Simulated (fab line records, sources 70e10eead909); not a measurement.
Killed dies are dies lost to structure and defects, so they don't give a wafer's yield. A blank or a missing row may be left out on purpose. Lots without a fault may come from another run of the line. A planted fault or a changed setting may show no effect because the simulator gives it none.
Which tool did it? | flow nand_harc | 15 lots, 45 wafers sampled, at 1 step of a route of 1302

WHAT THE GAUGES READ, wafer by wafer
NHARC_A_SGD_CUT_THK_MEAS_22: measures by ellipsometry. Usual: thk_nm 148.3 nm, standard deviation 1.4.
lot  | measured     | on            | thk_nm (nm)       | flag
L184 | day 18 10:29 | film_metro-01 | 149.0 147.7 149.9 |
L185 | day 18 18:58 | film_metro-02 | 148.6 151.9 150.8 |
L188 | day 19 18:22 | film_metro-01 | 148.1 150.5 147.1 |
L186 | day 19 18:22 | film_metro-02 | 148.7 150.9 150.2 |
L189 | day 20 19:46 | film_metro-01 | 148.9 148.0 150.7 |
L190 | day 20 23:00 | film_metro-02 | 147.7 143.9 149.4 |
L191 | day 22 02:12 | film_metro-01 | 148.6 149.7 146.7 |
L193 | day 22 09:13 | film_metro-01 | 149.1 147.6 147.7 |
L198 | day 24 03:10 | film_metro-02 | 146.1 147.3 148.0 |
L200 | day 24 11:56 | film_metro-02 | 147.2 149.6 148.4 |
L201 | day 25 20:34 | film_metro-01 | 147.8 148.8 148.5 |
L204 | day 27 04:19 | film_metro-01 | 149.7 148.7 147.9 |
L206 | day 27 13:57 | film_metro-01 | 148.2 149.5 149.7 |
L205 | day 27 13:58 | film_metro-02 | 147.3 149.7 150.3 |
L207 | day 27 22:20 | film_metro-01 | 149.1 150.6 151.4 |

WHICH TOOL RAN EACH LOT (tool, then ch and the chambers of the sampled wafers, then the start)
The record holds no process step before these readings.

WHAT THE TOOLS THEMSELVES READ (means of the sampled wafers that have a number; where no wafer has one, the mark that the record gives instead)
The record holds no such reading with a usual standard deviation.

THE ANSWER, worked out from the rows above alone
Rule: a lot is off if the mean of its wafers that have a number lies more than 3 standard deviations from the usual mean. A lot without any number at a reading at which 4 lots or more have one is off too. The other lots that the step has rows for count as sound. The gauges are gone through in route order, then the tools' own readings, and for those a lot's mean is taken as printed above. The first step at which some lot is off is used, and at that step the reading that is off furthest; a lot without a number counts as furthest.
No lot is off at any reading shown: from this, nothing can be told.

WHAT THE SIMULATOR HAD PUT IN
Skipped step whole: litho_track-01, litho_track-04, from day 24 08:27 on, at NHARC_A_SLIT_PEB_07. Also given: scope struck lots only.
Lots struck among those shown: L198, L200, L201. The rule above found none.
